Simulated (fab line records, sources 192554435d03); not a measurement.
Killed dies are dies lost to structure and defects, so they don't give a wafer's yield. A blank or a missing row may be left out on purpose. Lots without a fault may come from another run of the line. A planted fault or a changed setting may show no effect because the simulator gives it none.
A struck lot beside a sound one | flow n5_finfet | 17 steps out of a route of 1938
Sound: wafers L981.3, L981.5, L981.6. Struck: wafers L971.1, L971.4, L971.5. The cause comes at the end.
At each step with rows: each side's tool, then ch and its chambers, then its first start. Under that, the readings that differ: sound wafers | struck wafers | difference of the means | sigmas: that difference in standard deviations of wafers without a fault.
alike: readings whose means differ by less than 2 such deviations, and words and numbers that are the same on both sides. not compared: withheld readings, readings that some wafer has no value for, bounds like >300 that may hide the same value, and numbers for which the record gives no deviation and whose values overlap.
The two part at a step that has a row with sigmas, a row that says differs or no value, or rows on one side only. Numbers that don't overlap but have no deviation are shown without sigmas and don't part them. A reading that every wafer of one side lacks parts them only if that side has two wafers or more.

first, 12 steps without rows for these wafers: N5_MOL_CONTACT_COAG_ETCH_65 (etches underlayer in N2/H2, target depth 13 nm, time 10.4 s); N5_MOL_CONTACT_COAG_ETCH_66 (etches SiARC in CF4, target depth 13 nm, time 21.7 s); N5_MOL_CONTACT_COAG_ALD_133 (deposits SiO2, target thk 5 nm, pulse time 1 s, co reactant pulse time 1 s); N5_MOL_CONTACT_COAG_ETCHBACK_134 (etches SiO2 in CHF3, target depth 10 nm, time 6.7 s); N5_MOL_CONTACT_COAG_ETCH_67 (etches SOC in N2/H2, target depth 60 nm, overetch 21 nm, time 101.2 s); N5_MOL_CONTACT_COAG_STRIP_68 (strips in N2/H2); N5_MOL_CONTACT_COAG_STRIP_69 (strips in N2/H2); N5_MOL_CONTACT_COAG_ETCHBACK_136 (etches SiO2 in CHF3, target depth 25 nm, time 16.7 s); N5_MOL_CONTACT_COAG_STRIP_120 (strips in CHF3); N5_MOL_CONTACT_COAG_VIA_ETCH_117 (etches SiO2 in C4F6/O2, target depth 40 nm, overetch 8 nm, time 26 s); N5_MOL_CONTACT_COAG_ETCH_124 (etches SiNx in CH3F/O2, stops on SiOC, target depth 6.5 nm); N5_MOL_CONTACT_COAG_ETCH_48 (etches SiOC in C4F6/O2, target depth 15 nm, overetch 4.5 nm, time 17 s).
N5_MOL_CONTACT_COAG_STRIP_72: strips in N2/H2.
  sound on rie_diel-03 ch 0,1,2, day 10 20:47; struck on rie_diel-03 ch 1,2, day 8 04:44
  no value came back on the struck wafers for any of 7 readings (bias_power_w (W), chamber_pressure_mTorr (mTorr) and others); on the sound wafers bias_power_w (W) reads 7.000 7.003 7.024
  reading                                            | sound | struck       | difference | sigmas
  model.SOC_of_MOL_CONTACT_COAG_COAT_62.thk_nm (nm)  | 0 0 0 | 46.4 46.6 46 | +46.3      |
  model.SiO2_of_MOL_CONTACT_COAG_ALD_133.thk_nm (nm) | 0 0 0 | 5 5 5        | +5         |
  not compared: rf_hours_counter_h
N5_MOL_CONTACT_COAG_STRIP_49: strips in N2/H2, time 30 s.
  sound on plasma_asher-02 ch 0,1, day 10 20:53; struck on plasma_asher-02 ch 1, day 8 04:50
  reading                                           | sound | struck       | difference | sigmas
  model.SOC_of_MOL_CONTACT_COAG_COAT_62.thk_nm (nm) | 0 0 0 | 34.2 34.4 34 | +34.2      |
  alike: drypump_motor_current_A, h2_flow_sccm, heater_power_w
  not compared: rf_hours_counter_h
then, 1 step without rows for these wafers: N5_MOL_CONTACT_COAG_PRECLEAN_138 (cleans in alkaline clean, time 60 s).
N5_BEOL_M4_RC_MEAS_101:
  the record has rows for the sound wafers here (prober-02 ch 0, day 13 12:26) and none for the struck ones
-- the record jumps here: 8 days lie between the struck wafers' starts before and after (it left off in module BEOL_M4 and takes up again in module PASSIVATION, whose first step shown is number 1936 of the route) --
N5_PASSIVATION_PROBE_49:
  the record has rows for the struck wafers here (prober-01, day 15 21:04) and none for the sound ones

WHERE THEY PART
First at N5_MOL_CONTACT_COAG_STRIP_72; last, within this record, at N5_PASSIVATION_PROBE_49.

WHY: what the simulator had put in
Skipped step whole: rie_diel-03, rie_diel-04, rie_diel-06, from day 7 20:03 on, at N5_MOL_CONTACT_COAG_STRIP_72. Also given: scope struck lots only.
